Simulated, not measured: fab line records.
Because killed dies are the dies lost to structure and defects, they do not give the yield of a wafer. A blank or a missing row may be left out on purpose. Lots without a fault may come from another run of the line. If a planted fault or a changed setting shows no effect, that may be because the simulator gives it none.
One fault through the eyes of 2 desks / flow n5_finfet / what lay behind the numbers comes last; until then each desk has only its own

## TOOL OWNER'S DESK, rie_diel-06
The tool's own readings at N5_BEOL_M9_ETCH_61 (etches SiARC in CF4, target depth 39 nm, time 65 s): means of the sampled wafers that have a number, for each lot that ran on this tool. The brackets show how far a lot's mean lies from the usual mean; more than 4 standard deviations puts the lot out of limits, marked OUT.
Columns: A = drypump_motor_current_A at N5_BEOL_M9_ETCH_61, usual 5.8 A; B = etch_rf_on_time_s at N5_BEOL_M9_ETCH_61, usual 65.1 s; C = oes_product_au at N5_BEOL_M9_ETCH_61, usual 0.65 a.u.; D = rf_fwd_power_W at N5_BEOL_M9_ETCH_61, usual 538.3 W; E = rf_vpp_V at N5_BEOL_M9_ETCH_61, usual 184.2 V; F = showerhead_plenum_p_Torr at N5_BEOL_M9_ETCH_61, usual 2.16 Torr; G = throttle_valve_pct at N5_BEOL_M9_ETCH_61, usual 15.57 %
lot=L581; first seen here=day 9 22:10; A=5.6; B=63.6; C=0.69; D=538.4; E=183.2; F=2.10; G=15.48
lot=L580; first seen here=day 10 02:18; A=5.6; B=64.3; C=0.69; D=535.1; E=183.9; F=2.09; G=15.48
lot=L582; first seen here=day 10 13:11; A=5.8; B=65.0; C=0.67; D=538.3; E=183.3; F=2.15; G=15.59
lot=L589; first seen here=day 12 00:23; A=6.0; B=70.1; C=0.62; D=495.9 (-16) OUT; E=191.0 (+5.6) OUT; F=2.16; G=15.81
lot=L600; first seen here=day 15 09:39; A=5.9; B=63.9; C=0.68; D=540.4; E=182.2; F=2.06; G=15.69
lot=L601; first seen here=day 16 03:04; A=5.8; B=64.6; C=0.63; D=538.6; E=184.2; F=2.10; G=15.75
Finding of this desk: L589 out of limits; the first was L589 at day 12 00:23, on rf_fwd_power_W at N5_BEOL_M9_ETCH_61. In limits: L581, L580, L582, L600, L601.

## THE DEFECT DESK
Counts from the inspections along the route, per lot, as means over the sampled wafers that have a number. The brackets show how far a lot's mean lies from the usual mean; more than 4 standard deviations puts the lot out of limits, marked OUT.
Columns: A = raw_defect_count at N5_BEOL_M8_INSPECT_58, usual 71
lot=L581; first seen here=day 9 20:32; A=78
lot=L580; first seen here=day 10 00:01; A=85
lot=L582; first seen here=day 10 11:14; A=62
lot=L583; first seen here=day 10 15:25; A=56
lot=L589; first seen here=day 11 21:01; A=75
lot=L594; first seen here=day 14 10:10; A=71
lot=L595; first seen here=day 14 20:02; A=82
lot=L597; first seen here=day 14 20:53; A=70
lot=L600; first seen here=day 15 07:06; A=81
lot=L601; first seen here=day 15 23:26; A=46
Finding of this desk: none of the 10 lots has anything out of limits.

## BROUGHT TOGETHER
The tool owner's desk had the chance to raise an alarm at day 12 00:23 on L589.
Nothing the defect desk looked at was out of limits.
The defect desk has L589 on record, within its limits.
The lots listed all ran N5_BEOL_M9_ETCH_61 on rie_diel-06.

## WHAT THE SIMULATOR PUT IN
rie_diel-06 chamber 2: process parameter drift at N5_BEOL_M9_ETCH_61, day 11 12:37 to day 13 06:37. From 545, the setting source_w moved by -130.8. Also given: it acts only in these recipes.
Struck lots among those shown: L589.
Time in hours from fault onset to the first out-of-limits reading at each desk: the tool owner's desk, 12.
